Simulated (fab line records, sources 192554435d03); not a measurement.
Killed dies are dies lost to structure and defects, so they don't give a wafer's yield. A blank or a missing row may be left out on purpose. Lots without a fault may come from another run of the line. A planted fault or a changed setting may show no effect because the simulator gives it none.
fab line records | flow n5_finfet
record lots=10 wafers=30 last_day=19
route steps=1938 shown FIN_SAQP@124 BEOL_M4@1111 PASSIVATION@1936
lots that met no fault: from a run of the same line without faults
start_h: hours from the record's first day to the start of the lot's first wafer shown | wait_h: hours since the lot's step before | " the same as in the row above | L1.1+2: a row that stands for several wafers | - no value, or no start given | * or withheld: withheld | < > ~ a bound
route shown NAME@n: a module of which the file shows steps, and the number in the route of the first | usual: mean/standard deviation of fault-free wafers | same: alike in all rows | chamber/n: place in a boat | sites: the reading at each site | _std_site: their standard deviation | _edge_site: outer sites' mean less inner sites' | radius_mm: how far each site lies from the wafer's centre | mask NAME#n: copy n | behind: the tool/chamber that last shaped the wafer | hold: why the lot was held/for how many hours/how that ended | device: the transistor (n, p or np) that didn't switch | end of line: the same wafers' tests at the end of the route | a step without rows: its recipe alone | killed: dies lost to structure and defects at the first sort, not the wafer's yield | map: a wafer's dies, x killed, . not, _ none there
set.NAME: the setting as run; set.NAME@STEP: as run at that earlier step | model.NAME: the simulator's own value behind a step, which no gauge read
steps of the route over a sample of lots; a table a step, a row a wafer
services: from which hour (start_h, from the record's first day; less than 0 if before it) a tool's chamber was out of use, for how many hours, and why
## steps
# step N5_FIN_SAQP_RECESS_75
# recipe chemistry=HF/NH3 target=SiO2 target_depth_a=144 afs_cycles=3 temp_c=30 sublimation_temp_c=180 sublimation_time_s=60
# usual drypump_motor_current_A=5.8/0.49
# columns lot.wafer tool chamber start_h wait_h drypump_motor_current_A
L193.1 vapor_etch-02 0 53.55 0.0 4.9
L193.3 " 0 " " 4.9
L193.5 " 1 " " 6.6
L195.2 vapor_etch-01 0 65.33 0.0 5.8
L195.3 " 1 " " 5.7
L195.4 " 0 " " 5.8
L196.2 vapor_etch-02 1 71.07 0.0 6.6
L196.3 " 0 " " 4.9
L196.5 " 1 " " 6.6
L200.1 vapor_etch-02 0 95.24 0.0 4.9
L200.3 " 0 " " 4.9
L200.4 " 1 " " 6.6
L203.1 vapor_etch-01 1 114.04 0.0 5.8
L203.3 " 1 " " 5.7
L203.5 " 0 " " 5.7
L207.1 vapor_etch-02 1 136.89 0.0 6.6
L207.4 " 1 " " 6.6
L207.5 " 1 " " 6.6
L208.3 vapor_etch-01 0 143.25 0.1 5.8
L208.4 " 1 " " 5.7
L208.6 " 1 " " 5.7
L209.2 vapor_etch-01 1 149.71 0.0 5.7
L209.3 " 0 " " 5.8
L209.5 " 0 " " 5.8
L210.2 vapor_etch-01 1 155.14 0.0 5.7
L210.3 " 0 " " 5.8
L210.5 " 0 " " 5.8
L211.3 vapor_etch-01 1 160.42 0.1 5.7
L211.5 " 0 " " 5.8
L211.6 " 1 " " 5.7
# step N5_FIN_SAQP_COAT_68
# recipe resist=SOC temp_c=250 time_s=60 spin_rpm=1500 resist_thk_nm=100
# usual heater_power_total_W=500.2/1.8 plate_temp_C=250.00/0.17
# columns lot.wafer tool chamber start_h wait_h heater_power_total_W plate_temp_C
L193.1 litho_track-01 0 55.51 0.3 500.9 250.08
L193.3 " 0 " " 499.7 249.90
L193.5 " 0 " " 502.2 250.02
L195.2 litho_track-01 0 67.28 0.3 502.2 250.03
L195.3 " 0 " " 497.7 250.08
L195.4 " 0 " " 500.9 250.28
L196.2 litho_track-01 0 73.03 0.3 501.7 249.72
L196.3 " 0 " " 502.4 249.92
L196.5 " 0 " " 497.9 249.87
L200.1 litho_track-01 0 98.93 0.3 491.7 246.18
L200.3 " 0 " " 491.4 246.20
L200.4 " 0 " " 494.0 246.35
L203.1 litho_track-01 0 116.07 0.3 491.3 246.45
L203.3 " 0 " " 493.6 246.56
L203.5 " 0 " " 493.2 246.42
L207.1 litho_track-02 0 138.85 0.3 497.5 249.91
L207.4 " 0 " " 497.3 250.11
L207.5 " 0 " " 498.7 249.87
L208.3 litho_track-05 0 145.37 0.2 503.3 250.34
L208.4 " 0 " " 499.1 250.23
L208.6 " 0 " " 497.7 250.18
L209.2 litho_track-05 0 151.79 0.3 499.0 250.09
L209.3 " 0 " " 498.8 249.96
L209.5 " 0 " " 501.8 249.83
L210.2 litho_track-05 0 157.35 0.3 499.1 249.88
L210.3 " 0 " " 497.6 249.84
L210.5 " 0 " " 500.0 249.69
L211.3 litho_track-02 0 162.26 0.2 501.3 249.72
L211.5 " 0 " " 502.9 250.06
L211.6 " 0 " " 502.8 249.91
# step N5_FIN_SAQP_RECESS_71
# recipe chemistry=HF/NH3 target=SiO2 target_depth_a=30 afs_cycles=1 temp_c=30 sublimation_temp_c=180 sublimation_time_s=60
# usual drypump_motor_current_A=5.7/0.63
# columns lot.wafer tool chamber start_h wait_h drypump_motor_current_A
L193.1 vapor_etch-02 0 55.74 0.0 4.9
L193.3 " 1 " " 6.6
L193.5 " 0 " " 4.9
L195.2 vapor_etch-02 1 67.51 0.0 6.6
L195.3 " 0 " " 4.9
L195.4 " 1 " " 6.6
L196.2 vapor_etch-01 0 73.25 0.0 5.8
L196.3 " 1 " " 5.7
L196.5 " 1 " " 5.7
L200.1 vapor_etch-01 1 99.15 0.0 5.7
L200.3 " 1 " " 5.7
L200.4 " 0 " " 5.8
L203.1 vapor_etch-02 1 116.46 0.0 6.6
L203.3 " 1 " " 6.6
L203.5 " 1 " " 6.6
L207.1 vapor_etch-01 1 139.07 0.0 5.7
L207.4 " 1 " " 5.7
L207.5 " 1 " " 5.7
L208.3 vapor_etch-02 0 145.75 0.1 4.9
L208.4 " 1 " " 6.6
L208.6 " 1 " " 6.6
L209.2 vapor_etch-01 1 152.05 0.0 5.7
L209.3 " 1 " " 5.7
L209.5 " 1 " " 5.7
L210.2 vapor_etch-02 1 157.61 0.0 6.6
L210.3 " 1 " " 6.6
L210.5 " 0 " " 4.9
L211.3 vapor_etch-01 0 162.52 0.1 5.8
L211.5 " 1 " " 5.7
L211.6 " 0 " " 5.8
# step N5_FIN_SAQP_MANDREL2_REMOVE_60
# recipe chemistry=HBr/Cl2/O2 bt_time_s=10 target=a-Si stop_on=SiNx endpoint=OES-SiCl over_etch_frac=1 icp_w=600 bias_w=22 HBr_flow_sccm=150 Cl2_flow_sccm=80 O2_flow_sccm=5 pressure_mtorr=10
# usual drypump_motor_current_A=5.7/0.42 oes_product_au=0.999/0.014 throttle_valve_pct=36.72/0.29
# columns lot.wafer tool chamber start_h wait_h drypump_motor_current_A oes_product_au rf_hours_counter_h throttle_valve_pct
L193.1 rie_si-05 3 56.78 0.1 6.1 0.995 113 36.73
L193.3 " 1 " " 5.6 1.030 6 36.93
L193.5 " 2 " " 6.4 1.001 - 36.24
L195.2 rie_si-05 2 68.63 0.1 6.4 1.003 18 36.25
L195.3 " 3 " " 6.1 0.973 114 36.74
L195.4 " 1 " " 5.6 1.004 6 36.93
L196.2 rie_si-06 3 73.80 0.1 6.4 1.023 99 36.81
L196.3 " 0 " " 5.6 0.993 111 36.18
L196.5 " 0 " " 5.6 1.007 - 36.19
L200.1 rie_si-06 2 100.68 0.1 5.7 0.984 88 36.46
L200.3 " 0 " " 5.6 0.993 111 36.19
L200.4 " 2 " " 5.6 0.989 - 36.46
L203.1 rie_si-05 0 117.05 0.1 6.1 0.997 23 37.01
L203.3 " 2 " " 6.5 0.992 19 36.24
L203.5 " 2 " " 6.4 1.006 - 36.25
L207.1 rie_si-06 2 139.69 0.1 5.7 0.980 89 36.45
L207.4 " 1 " " 5.2 0.994 57 37.01
L207.5 " 2 " " 5.7 0.984 - 36.48
L208.3 rie_si-01 0 146.44 0.1 5.4 0.993 122 36.68
L208.4 " 3 " " 5.1 0.999 - 36.99
L208.6 " 0 " " 5.3 0.994 - 36.70
L209.2 rie_si-05 2 152.61 0.1 6.4 1.008 19 36.24
L209.3 " 0 " " 6.1 1.007 23 37.00
L209.5 " 3 " " 6.1 0.989 - 36.74
L210.2 rie_si-01 1 158.19 0.1 5.8 0.981 122 36.99
L210.3 " 0 " " 5.3 0.997 122 36.71
L210.5 " 3 " " 5.0 0.992 - 37.00
L211.3 rie_si-05 2 163.10 0.1 6.4 1.011 20 36.24
L211.5 " 0 " " 6.1 1.009 - 37.02
L211.6 " 3 " " 6.0 0.996 - 36.73
# step N5_BEOL_M4_RC_MEAS_101
# usual DIBL_N=36.0/1.4 DIBL_P=36.1/1.4 IOFF_N=0.153/0.02 IOFF_P=0.211/0.026 ION_N=673/8.7 ION_P=463/6.7 SS_N=71.5/0.5 SS_P=73.3/0.54 VT_N=250.1/2.4 VT_P=-250.2/2.9
# columns lot.wafer tool chamber start_h wait_h DIBL_N[mV/V] DIBL_P[mV/V] IOFF_N[nA/um] IOFF_P[nA/um] ION_N[uA/um] ION_P[uA/um] SS_N[mV/dec] SS_P[mV/dec] VT_N[mV] VT_P[mV]
L193.1 prober-02 0 213.20 0.0 39.5 39.0 0.195 0.247 684 470 71.6 74.6 245.6 -248.0
L193.3 " 0 " " 38.2 37.3 0.171 0.214 676 467 71.2 73.8 248.8 -250.4
L193.5 " 0 " " 39.3 38.9 0.192 0.249 687 472 71.3 74.3 249.0 -251.1
L195.2 prober-01 0 230.93 0.2 34.6 35.6 0.142 0.207 669 465 71.8 73.1 251.7 -248.8
L195.3 " 0 " " 34.5 34.9 0.141 0.189 669 454 71.3 73.5 252.4 -252.2
L195.4 " 0 " " 35.4 36.6 0.153 0.216 672 465 71.6 73.7 249.5 -251.7
L196.2 prober-01 0 239.37 0.2 37.4 38.2 0.177 0.241 680 465 72.0 73.2 249.7 -247.3
L196.3 " 0 " " 36.4 36.8 0.162 0.219 678 466 71.5 72.6 248.2 -247.1
L196.5 " 0 " " 38.7 39.7 0.215 0.275 690 469 72.2 73.7 247.5 -246.1
L200.1 prober-02 0 272.72 0.3 38.4 39.0 0.212 0.271 686 470 73.1 74.2 245.6 -246.8
L200.3 " 0 " " 35.7 35.6 0.159 0.207 677 466 71.9 72.5 247.4 -251.6
L200.4 " 0 " " 36.0 36.5 0.156 0.224 678 462 71.1 73.5 248.3 -248.4
L203.1 prober-02 0 281.73 0.5 37.4 36.2 0.142 0.193 664 460 71.4 73.1 251.9 -249.8
L203.3 " 0 " " 36.6 36.2 0.143 0.192 672 464 71.6 73.2 251.8 -251.3
L203.5 " 0 " " 37.2 36.1 0.146 0.205 671 463 71.2 72.9 252.6 -251.0
L208.3 prober-01 0 299.77 0.3 36.4 37.7 0.149 0.211 674 466 71.7 73.7 251.9 -251.6
L208.4 " 0 " " 35.9 36.6 0.147 0.201 670 463 72.0 72.8 250.3 -251.4
L208.6 " 0 " " 36.6 37.7 0.155 0.210 676 465 71.9 73.6 248.7 -251.9
L207.1 prober-01 0 301.87 0.0 35.8 35.7 0.150 0.221 679 477 71.8 73.2 247.9 -248.5
L207.4 " 0 " " 36.2 34.8 0.147 0.208 670 462 71.2 73.2 248.4 -249.6
L207.5 " 0 " " 35.2 34.3 0.133 0.194 660 463 71.2 72.6 251.4 -251.8
L210.2 prober-01 0 307.19 0.2 35.5 34.3 0.139 0.185 659 456 71.2 72.3 250.1 -250.4
L210.3 " 0 " " 35.1 34.3 0.139 0.189 669 459 71.4 72.9 253.1 -250.0
L210.5 " 0 " " 36.6 35.9 0.153 0.216 662 462 71.1 72.4 252.1 -251.4
L211.3 prober-01 0 327.55 0.3 34.3 36.0 0.141 0.198 673 466 71.7 73.2 251.4 -252.4
L211.5 " 0 " " 33.8 35.2 0.135 0.188 665 460 71.2 73.0 251.8 -251.7
L211.6 " 0 " " 34.8 36.4 0.147 0.205 668 463 71.6 73.7 250.1 -252.6
L209.2 prober-02 0 347.19 0.2 34.5 36.3 0.150 0.208 664 459 70.8 73.9 246.7 -250.5
L209.3 " 0 " " 33.6 33.6 0.121 0.162 659 449 70.5 73.1 250.9 -253.8
L209.5 " 0 " " 34.5 35.7 0.142 0.187 665 454 70.2 72.9 249.3 -254.0
# step N5_PASSIVATION_PROBE_49
# usual defect_limited_yield=91.2/1.4 killed_at_M0_to_M3=34/9.7 killed_at_M4_up=14/5.2 killed_at_contacts=13/6.7 killed_at_front_end=39/11 killed_at_other=3.6/2.6 killed_dies=104/17 killed_open=69/12 killed_short=34/8.2 sort_bin_5_function=5.3/0.89 sort_bin_6_memory=3.2/0.69 sort_n_pass=1076/17 sort_yield_pct=91.2/1.4
# same gross_dies=1180 killed_at_back_side=0 sort_bin_4_leakage[%]=0 sort_bin_8_speed[%]=0
# columns lot.wafer tool chamber start_h wait_h defect_limited_yield[%] killed_at_M0_to_M3 killed_at_M4_up killed_at_contacts killed_at_front_end killed_at_other killed_dies killed_open killed_short sort_bin_5_function[%] sort_bin_6_memory[%] sort_n_pass sort_yield_pct[%]
L193.1 prober-01 - 323.40 0.0 94.0 20 11 17 23 0 71 46 25 3.7 1.9 1109 94.0
L193.3 prober-01 - 323.50 0.1 92.6 30 11 12 31 3 87 69 16 5.0 2.0 1093 92.6
L193.5 prober-01 - 323.60 0.2 90.4 65 17 8 20 3 113 89 24 6.7 2.9 1067 90.4
L200.1 prober-01 - 386.43 0.0 89.7 26 16 24 53 3 122 84 38 5.9 4.2 1058 89.7
L200.3 prober-01 - 386.53 0.1 89.8 40 24 13 42 1 120 80 40 5.3 4.6 1060 89.8
L200.4 prober-01 - 386.58 0.2 88.3 49 35 16 38 0 138 99 39 7.5 4.0 1042 88.3
L208.3 prober-02 - 414.19 0.1 89.2 43 9 14 60 1 127 90 33 6.9 3.1 1053 89.2
L208.4 prober-02 - 414.24 0.2 91.1 40 12 18 34 1 105 75 28 5.4 3.2 1075 91.1
L208.6 prober-02 - 414.34 0.3 92.3 30 11 8 41 1 91 63 28 4.2 3.4 1089 92.3
L207.1 prober-01 - 416.19 0.0 93.1 20 21 2 34 5 82 60 22 4.2 2.6 1098 93.1
L207.4 prober-01 - 416.34 0.2 90.7 19 22 11 45 13 110 74 36 5.2 3.6 1070 90.7
L207.5 prober-01 - 416.39 0.2 91.0 30 14 12 49 1 106 73 33 5.8 2.7 1074 91.0
# killed by level:class
L193.1 MOL_CONTACT_COAG:geometric_particle:open=13 BEOL_M1:geometric_particle:open=8 BEOL_M4:geometric_particle:open=8 FIN_SAQP:geometric_particle:short=6 STI_FIN_REVEAL:geometric_particle:open=4 MOL_CONTACT_COAG:geometric_particle:short=4 BEOL_M2:geometric_particle:open=4 GATE_CUT:geometric_particle:short=3
L193.3 BEOL_M2:geometric_particle:open=12 STI_FIN_REVEAL:geometric_particle:open=10 MOL_CONTACT_COAG:geometric_particle:open=9 BEOL_M3:geometric_particle:open=9 BEOL_M4:geometric_particle:open=7 GATE_CUT:geometric_particle:short=5 DUMMY_GATE:geometric_particle:open=3 GATE_CUT:geometric_particle:open=3
L193.5 BEOL_M3:geometric_particle:open=21 BEOL_M4:geometric_particle:open=11 BEOL_M0_SAQP:geometric_particle:open=10 BEOL_M2:geometric_particle:open=10 BEOL_M0_SAQP:geometric_particle:short=9 BEOL_M1:geometric_particle:open=9 MOL_CONTACT_COAG:geometric_particle:open=7 GATE_CUT:geometric_particle:open=6
L200.1 MOL_CONTACT_COAG:geometric_particle:open=19 FIN_SAQP:geometric_particle:open=12 BEOL_M4:geometric_particle:open=8 FIN_SAQP:geometric_particle:short=7 BEOL_M2:geometric_particle:open=7 STI_FIN_REVEAL:geometric_particle:open=6 DUMMY_GATE:geometric_particle:open=6 MOL_CONTACT_COAG:geometric_particle:short=5
L200.3 BEOL_M4:geometric_particle:open=17 BEOL_M0_SAQP:geometric_particle:open=13 STI_FIN_REVEAL:geometric_particle:open=10 FIN_SAQP:geometric_particle:short=9 BEOL_M0_SAQP:geometric_particle:short=9 MOL_CONTACT_COAG:geometric_particle:open=8 BEOL_M2:geometric_particle:open=8 FIN_SAQP:geometric_particle:open=6
L200.4 BEOL_M4:geometric_particle:open=24 FIN_SAQP:geometric_particle:open=13 BEOL_M0_SAQP:geometric_particle:short=13 BEOL_M1:geometric_particle:open=13 BEOL_M0_SAQP:geometric_particle:open=11 MOL_CONTACT_COAG:geometric_particle:open=10 MOL_CONTACT_COAG:geometric_particle:short=6 FIN_SAQP:geometric_particle:short=4
L208.3 STI_FIN_REVEAL:geometric_particle:open=21 BEOL_M2:geometric_particle:open=16 MOL_CONTACT_COAG:geometric_particle:open=9 FIN_SAQP:geometric_particle:open=8 BEOL_M1:geometric_particle:open=8 BEOL_M1:geometric_particle:short=7 BEOL_M4:geometric_particle:open=6 FIN_SAQP:geometric_particle:short=5
L208.4 MOL_CONTACT_COAG:geometric_particle:open=15 BEOL_M2:geometric_particle:open=11 BEOL_M0_SAQP:geometric_particle:open=10 BEOL_M0_SAQP:geometric_particle:short=8 STI_FIN_REVEAL:geometric_particle:open=6 BEOL_M3:geometric_particle:open=6 DUMMY_GATE:geometric_particle:open=5 FIN_SAQP:geometric_particle:open=4
L208.6 STI_FIN_REVEAL:geometric_particle:open=19 MOL_CONTACT_COAG:geometric_particle:open=6 BEOL_M0_SAQP:geometric_particle:short=6 BEOL_M3:geometric_particle:open=6 GATE_CUT:geometric_particle:short=5 DUMMY_GATE:geometric_particle:open=4 BEOL_M0_SAQP:geometric_particle:open=4 BEOL_M2:geometric_particle:open=4
L207.1 FIN_SAQP:geometric_particle:open=11 BEOL_M4:geometric_particle:open=11 BEOL_M7:geometric_particle:open=6 GATE_CUT:geometric_particle:open=5 BEOL_M1:geometric_particle:open=5 GATE_CUT:geometric_particle:short=4 STARTING-WAFER:geometric_particle:short=4 BEOL_M0_SAQP:geometric_particle:open=3
L207.4 FIN_SAQP:geometric_particle:open=23 MOL_CONTACT_COAG:geometric_particle:open=9 BEOL_M4:geometric_particle:open=8 BEOL_M0_SAQP:geometric_particle:open=7 BEOL_M0_SAQP:geometric_particle:short=6 GATE_CUT:geometric_particle:short=5 FIN_SAQP:geometric_particle:short=4 BEOL_M4:geometric_particle:short=4
L207.5 FIN_SAQP:geometric_particle:open=13 MOL_CONTACT_COAG:geometric_particle:open=10 GATE_CUT:geometric_particle:short=8 BEOL_M0_SAQP:geometric_particle:short=7 FIN_SAQP:geometric_particle:short=6 DUMMY_GATE:geometric_particle:open=6 BEOL_M0_SAQP:geometric_particle:open=6 BEOL_M2:geometric_particle:open=6
## services
# columns tool chamber start_h hours kind
rie_si-06 - 33.38 2.8 pm
litho_track-01 - 50.81 - consumable_replace:filter
rie_si-06 3 59.87 8.1 repair
vapor_etch-01 - 68.52 0.3 repair
rie_si-06 - 80.65 14.6 pm
rie_si-06 3 97.23 7.1 repair
vapor_etch-02 - 97.73 0.9 repair
rie_si-01 2 141.65 - clean
rie_si-01 2 141.65 16.6 scheduled_down
rie_si-01 2 141.65 16.6 vent_cycle
rie_si-01 0 142.98 1.6 repair
rie_si-01 0 149.64 1.7 repair
rie_si-01 - 160.63 14.6 pm
## key
first_sign step=N5_FIN_SAQP_COAT_68 reading=plate_temp_C direction=down sigmas=21 usual=* struck=*
effect step=N5_FIN_SAQP_COAT_68 reading=heater_power_total_W direction=down sigmas=4.3 usual=* struck=*
met_at N5_FIN_SAQP_COAT_68
struck_lots L200,L203
not_acting_at N5_FIN_SAQP_RECESS_75,N5_FIN_SAQP_RECESS_71,N5_FIN_SAQP_MANDREL2_REMOVE_60
onset_between 73.03 98.93
fault kind=process_parameter_drift tool=litho_track-01 chamber=- onset_h=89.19 steps=N5_FIN_SAQP_COAT_68 channel=temp_c offset=* shape=step end_h=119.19 acts_in=* stated=*
